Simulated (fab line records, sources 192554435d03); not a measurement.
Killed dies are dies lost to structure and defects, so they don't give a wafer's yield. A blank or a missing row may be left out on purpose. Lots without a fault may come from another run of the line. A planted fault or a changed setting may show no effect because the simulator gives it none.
Split-lot experiment | flow n5_finfet | 7 lots, 21 wafers read, on a route of 1938 steps

THE SPLIT
At N5_BEOL_M9_ILD_DEP_00 (deposits SiCOH lowk from DEMS/porogen, target thk 308.51 nm, time 58 s), the setting time_s was moved away from the recipe's 58 s on 6 of the 21 wafers read, by -12.2% to +12.7%. The other wafers ran this setting at the recipe's value.

FROM THE SPLIT TO THE READING: what the file shows between them, 1 step
- N5_BEOL_M9_CURE_71: cures SiCOH lowk, time 240 s

THE READING
M9_ILD_THK, in nm, at N5_BEOL_M9_THK_MEAS_01. Fault-free wafers of this fab line usually give 270 nm, standard deviation 3.8 nm.

wafer  | tool, chamber at the split | time_s as run, s | against the recipe | M9_ILD_THK, nm | against lot-mates on the recipe
L075.2 | pecvd-03, 0                | 58               | recipe             | 268            | -
L075.3 | pecvd-03, 1                | 58               | recipe             | 269            | -
L075.6 | pecvd-03, 0                | 58               | recipe             | 275            | -
L079.2 | pecvd-03, 1                | 58               | recipe             | 269            | -
L079.5 | pecvd-03, 1                | 50.93            | -12.2%             | 238            | -34
L079.6 | pecvd-03, 0                | 58               | recipe             | 275            | -
L078.2 | pecvd-04, 2                | 58               | recipe             | 265            | -
L078.3 | pecvd-04, 1                | 60.66            | +4.6%              | 281            | +12
L078.6 | pecvd-04, 0                | 58               | recipe             | 273            | -
L083.1 | pecvd-03, 2                | 58               | recipe             | 268            | -
L083.4 | pecvd-03, 2                | 58               | recipe             | 268            | -
L083.6 | pecvd-03, 1                | 58               | recipe             | 268            | -
L082.1 | pecvd-04, 1                | 58               | recipe             | 269            | -
L082.5 | pecvd-04, 0                | 51.95            | -10.4%             | 245            | -24
L082.6 | pecvd-04, 2                | 51.95            | -10.4%             | 244            | -25
L087.1 | pecvd-02, 1                | 58               | recipe             | 270            | -
L087.4 | pecvd-02, 2                | 65.35            | +12.7%             | 302            | +32
L087.5 | pecvd-02, 1                | 65.35            | +12.7%             | 307            | +37
L088.2 | pecvd-02, 2                | 58               | recipe             | 263            | -
L088.5 | pecvd-02, 1                | 58               | recipe             | 274            | -
L088.6 | pecvd-02, 0                | 58               | recipe             | 270            | -

THE FIT
A straight line over all 21 wafers: M9_ILD_THK changes by +2.61 nm for each +1% of time_s; r = +0.98; the points scatter about the line by 3.2 nm.
The same after taking each lot's own level away (the mean of its wafers on the recipe; 21 wafers): +2.62 nm for each +1%; r = +0.98; scatter 3 nm.
On that fit, the largest move of time_s shifts the reading by 33 nm.
The lots' own levels span 268.0 to 272.0 nm, that is 1.1 times the standard deviation above.
So the lot-to-lot level changes the slope little: the two slopes agree.
Check: with one of the wafers moved furthest among these (+12.7%) left out of the fit, the line predicts +34.1 nm for it against its lot-mates. It came out at +32 nm against them.

OTHER SPLITS ON THESE WAFERS
These wafers also went through other splits before the reading. Each is held against what the fit with the lots' levels taken away leaves over:
other split on the same wafers | wafers away from the commonest value | r with M9_ILD_THK (lot level and that fit taken away)
N5_BEOL_M8_ILD_DEP_00 time_s   | 7                                    | -0.21

THE WHOLE CHAIN: every reading that the file lists as answering this split, in the file's order
step                   | what it does                                                           | reading                                                                                  | change (the file's fit)              | r (the file's)
N5_BEOL_M9_ILD_DEP_00  | deposits SiCOH lowk from DEMS/porogen, target thk 308.51 nm, time 58 s | SiCOH_lowk_of_BEOL_M9_ILD_DEP_00.thk_nm (the simulator's own value, which no gauge read) | +3 nm for each +1% of the setting    | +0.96
N5_BEOL_M9_CURE_71     | cures SiCOH lowk, time 240 s                                           | SiCOH_lowk_of_BEOL_M9_ILD_DEP_00.thk_nm (the simulator's own value, which no gauge read) | +2.66 nm for each +1% of the setting | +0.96
N5_BEOL_M9_THK_MEAS_01 |                                                                        | M9_ILD_THK                                                                               | +2.65 for each +1% of the setting    | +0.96

THE FILE'S OWN FIT
M9_ILD_THK changes by +2.65 nm for each +1% of time_s, r = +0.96.
